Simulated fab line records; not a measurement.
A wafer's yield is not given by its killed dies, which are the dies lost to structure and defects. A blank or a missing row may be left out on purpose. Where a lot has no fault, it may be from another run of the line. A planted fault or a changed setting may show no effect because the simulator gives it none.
Problem report, 8D (eight disciplines) form, completed by code ; flow n5 finfet ; the parts of the form that need people (team, actions taken, sign-off) are left out

== 1. WHAT IS WRONG ==
Mean of spin speed rpm at N5_BEOL_M4_COAT_76: 1641.7 rpm across 6 wafers in 2 lots; on wafers with no fault it is 1499.8 rpm (standard deviation 0.94). So: +99 or more standard deviations from the usual mean.
The step: time 60 s, resist thk 5 nm.
Seen first at day 9 08:14 on litho track-05, wafer L548.3. At this step, 26 wafers from 9 lots have a number in the record. By rule, "out" or "out of limits" means more than 4 standard deviations away from the usual mean. All remaining wafers that have a number are taken as sound.

== 2. WHAT THIS IS AND IS NOT ==
question;is;is not
which readings at this step;spin speed rpm;dispense pressure kPa, exhaust pa
which lots;L548, L549;L545, L558, L559, L560, L564, L567, L568
which wafers of those lots;all that have a number;-
read on which tools;litho track-05;litho track-01, litho track-04
when;from day 9 08:14;"up to then (3 sound wafers); but 17 sound wafers of L558, L559, L560, L564, L567, L568 came after"

== 3. THE SUSPECTS, EACH WITH WHAT RULES IT OUT ==
Counting: a tool stays on the suspect list if, at a process step up to the reading, it processed all lots that are out and no sound lot following the first of them.
- rie diel-05 at N5_BEOL_M4_DESCUM_16 (chemistry O2, time 7 s): ruled out as a lasting fault. Following L548 (day 9 07:46), the first lot on it that is out, the sound lots L558, L560, L559 were run on it.
- litho track-05 at N5_BEOL_M4_COAT_76 (time 60 s, resist thk 5 nm): ruled out as a lasting fault. Following L548 (day 9 08:14), the first lot on it that is out, the sound lots L567, L568 were run on it.
Left after counting: nothing in the record.

== 4. THE CAUSE (what the simulator had put in) ==
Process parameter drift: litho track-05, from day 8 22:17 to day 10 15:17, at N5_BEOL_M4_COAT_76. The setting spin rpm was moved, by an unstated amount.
Counting ruled it out, wrongly.

== 5. SEQUENCE OF EFFECTS, ordered by route ==
One row per reading whose mean, taken over the struck wafers that have a number, lies over 3 standard deviations from the usual. Scope: only readings with a usual standard deviation given in the record; hours: median across lots of the time from each lot's start at the first step in this table that gives one to its start at this step; sigmas: change in usual standard deviations.
hours;step;reading;usual;on struck wafers;change;sigmas
0;N5_BEOL_M4_COAT_76;spin speed rpm;1499.8 rpm;1641.7;+141.9;+99 or more
Process steps it contains:
- N5_BEOL_M4_COAT_76: time 60 s, resist thk 5 nm.
Later steps that measure or inspect, where all struck wafers having a row at the step show a number for every such reading and not one has moved that far: N5_BEOL_M4_RC_MEAS_101.

== 6. HOW IT WOULD HAVE BEEN CAUGHT EARLIER ==
The fault began at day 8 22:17; the first out-of-limits reading in this record came at day 9 08:14, 10 hours later.
